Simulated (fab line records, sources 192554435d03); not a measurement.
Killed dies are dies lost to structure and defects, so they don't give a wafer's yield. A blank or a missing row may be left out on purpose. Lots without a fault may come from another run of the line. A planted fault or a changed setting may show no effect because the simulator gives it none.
Chamber matching | flow n5_finfet | N5_BEOL_M0_CMP_120 on cmp-02: 4 sister chambers
The step polishes, stops on SiOC, t overpolish 6.9 s. 8 wafers are shown with their chamber, then 11 later ones without.

WAFERS WITH THEIR CHAMBER
wafer  | chamber | motor_current_A (A) | clearing_platen_rpm (rpm)
L085.5 | 1       | 6.0                 | 49.988
L087.4 | 2       | 6.0                 | 50.034
L088.3 | 1       | 5.9                 | 50.024
L088.5 | 0       | 5.2                 | 49.984
L092.2 | 3       | 5.0                 | 50.024
L092.4 | 2       | 6.1                 | 50.025
L092.6 | 3       | 5.3                 | 50.058
L093.2 | 0       | 5.3                 | 49.984

WAFERS WITHOUT THEIR CHAMBER
wafer  | motor_current_A (A) | clearing_platen_rpm (rpm)
L093.5 | 6.1                 | 50.010
L093.6 | 5.3                 | 50.009
L095.1 | 5.9                 | 49.998
L095.3 | 5.1                 | 49.971
L095.4 | 6.0                 | 49.964
L096.2 | 5.8                 | 50.034
L096.3 | 5.2                 | 49.973
L096.4 | 5.1                 | 49.981
L097.1 | 5.1                 | 50.014
L097.2 | 6.4                 | 50.016
L097.6 | 5.2                 | 50.011

WHICH CHAMBER EACH WENT THROUGH
wafer  | from the rows above     | in truth
L093.5 | can't be placed: 2 or 1 | 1
L093.6 | can't be placed: 0 or 3 | 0
L095.1 | can't be placed: 1 or 2 | 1
L095.3 | 0                       | 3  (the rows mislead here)
L095.4 | can't be placed: 1 or 2 | 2
L096.2 | can't be placed: 1 or 2 | 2
L096.3 | 0                       | 0
L096.4 | 0                       | 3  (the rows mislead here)
L097.1 | can't be placed: 3 or 0 | 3
L097.2 | can't be placed: 2 or 1 | 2
L097.6 | can't be placed: 0 or 3 | 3
Placed correctly: 1 of 11. Can't be placed from these rows: 8 (the true chamber is among the candidates in 8). Placed wrongly: 2.
How it was worked out, from the rows above alone: a wafer's distance from a chamber is the root of the sum, over the readings, of the square of ((its reading less the chamber's mean) divided by the reading's scatter). The wafer belongs to the nearest chamber; if the next one is less than 2 further off, it can't be placed. A chamber's mean is the mean of its shown wafers. The scatter: the root of (the sum of the squares of (reading less its chamber's mean) over the shown wafers, divided by (wafers less chambers)).
